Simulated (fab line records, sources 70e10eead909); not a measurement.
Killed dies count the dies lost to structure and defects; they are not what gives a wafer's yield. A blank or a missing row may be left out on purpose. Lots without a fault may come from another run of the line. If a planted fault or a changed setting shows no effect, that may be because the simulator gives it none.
Matching of chambers || flow nandHarc || NHARC_A_CHANNEL_HOLE_D1_DEP_01 on pecvd-02: 3 sister chambers
The step deposits SiON, target thk 140 nm. 6 wafers are shown with their chamber, then 6 later ones without.

EACH WAFER AND ITS CHAMBER
{"wafer": "L760.4", "chamber": 1, "heaterPowerW (W)": 694}
{"wafer": "L761.6", "chamber": 2, "heaterPowerW (W)": 779}
{"wafer": "L763.5", "chamber": 2, "heaterPowerW (W)": 856}
{"wafer": "L763.6", "chamber": 0, "heaterPowerW (W)": 621}
{"wafer": "L766.2", "chamber": 1, "heaterPowerW (W)": 655}
{"wafer": "L766.3", "chamber": 0, "heaterPowerW (W)": 598}

WAFERS WHOSE CHAMBER IS MISSING
{"wafer": "L766.4", "heaterPowerW (W)": 677}
{"wafer": "L774.3", "heaterPowerW (W)": 725}
{"wafer": "L774.4", "heaterPowerW (W)": 669}
{"wafer": "L777.3", "heaterPowerW (W)": 774}
{"wafer": "L777.5", "heaterPowerW (W)": 711}
{"wafer": "L777.6", "heaterPowerW (W)": 704}

WHICH CHAMBER EACH ONE RAN IN
{"wafer": "L766.4", "from the rows above": "can't be placed: 1 or 0", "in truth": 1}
{"wafer": "L774.3", "from the rows above": "can't be placed: 1 or 2 or 0", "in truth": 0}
{"wafer": "L774.4", "from the rows above": "can't be placed: 1 or 0", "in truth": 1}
{"wafer": "L777.3", "from the rows above": "can't be placed: 2 or 1", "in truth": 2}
{"wafer": "L777.5", "from the rows above": "can't be placed: 1 or 0 or 2", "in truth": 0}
{"wafer": "L777.6", "from the rows above": "can't be placed: 1 or 0", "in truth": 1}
Placed correctly: 0 of 6. Unplaceable from these rows: 6, with the true chamber sitting among the candidates in 6. 0 placed wrongly.
How it was worked out, from the rows above alone: a wafer's distance from a chamber is the root of the sum, over the readings, of the square of ((its reading less the chamber's mean) divided by the reading's scatter). If the next closest chamber is less than 2 further off than the closest, the wafer can't be placed; otherwise it belongs to the closest. Each chamber's mean is taken over the wafers shown for it. The scatter: take each reading less its chamber's mean, square it, sum over the shown wafers, divide by the number of wafers less the number of chambers, and take the root.
